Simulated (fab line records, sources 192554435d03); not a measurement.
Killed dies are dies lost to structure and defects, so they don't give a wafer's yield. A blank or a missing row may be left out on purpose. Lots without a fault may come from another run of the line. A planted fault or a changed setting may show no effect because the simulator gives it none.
Chamber matching | flow n5_finfet | N5_BEOL_M9_CURE_72 on uv_cure-01: 3 sister chambers
The step cures SiCOH lowk, time 120 s. 6 wafers are shown with their chamber, then 7 later ones without.

WAFERS WITH THEIR CHAMBER
wafer  | chamber | lamp_power_pct (%) | wafer_temp_C_max
L075.4 | 0       | 52.34              | 371.5
L075.5 | 0       | 52.34              | 371.7
L089.4 | 2       | 52.30              | 371.5
L089.6 | 2       | 52.30              | 370.8
L090.1 | 1       | 52.33              | 371.6
L090.3 | 1       | 52.21              | 371.6

WAFERS WITHOUT THEIR CHAMBER
wafer  | lamp_power_pct (%) | wafer_temp_C_max
L090.6 | 52.37              | 371.1
L092.4 | 52.28              | 370.7
L092.5 | 52.37              | 371.0
L092.6 | 52.31              | 371.0
L094.2 | 52.30              | 371.1
L094.5 | 52.32              | 371.4
L094.6 | 52.37              | 371.1

WHICH CHAMBER EACH WENT THROUGH
wafer  | from the rows above          | in truth
L090.6 | can't be placed: 2 or 0 or 1 | 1
L092.4 | can't be placed: 2 or 1 or 0 | 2
L092.5 | can't be placed: 2 or 0 or 1 | 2
L092.6 | can't be placed: 2 or 0 or 1 | 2
L094.2 | can't be placed: 2 or 1 or 0 | 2
L094.5 | can't be placed: 0 or 2 or 1 | 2
L094.6 | can't be placed: 2 or 0 or 1 | 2
Placed correctly: 0 of 7. Can't be placed from these rows: 7 (the true chamber is among the candidates in 7). Placed wrongly: 0.
How it was worked out, from the rows above alone: a wafer's distance from a chamber is the root of the sum, over the readings, of the square of ((its reading less the chamber's mean) divided by the reading's scatter). The wafer belongs to the nearest chamber; if the next one is less than 2 further off, it can't be placed. A chamber's mean is the mean of its shown wafers. The scatter: the root of (the sum of the squares of (reading less its chamber's mean) over the shown wafers, divided by (wafers less chambers)).
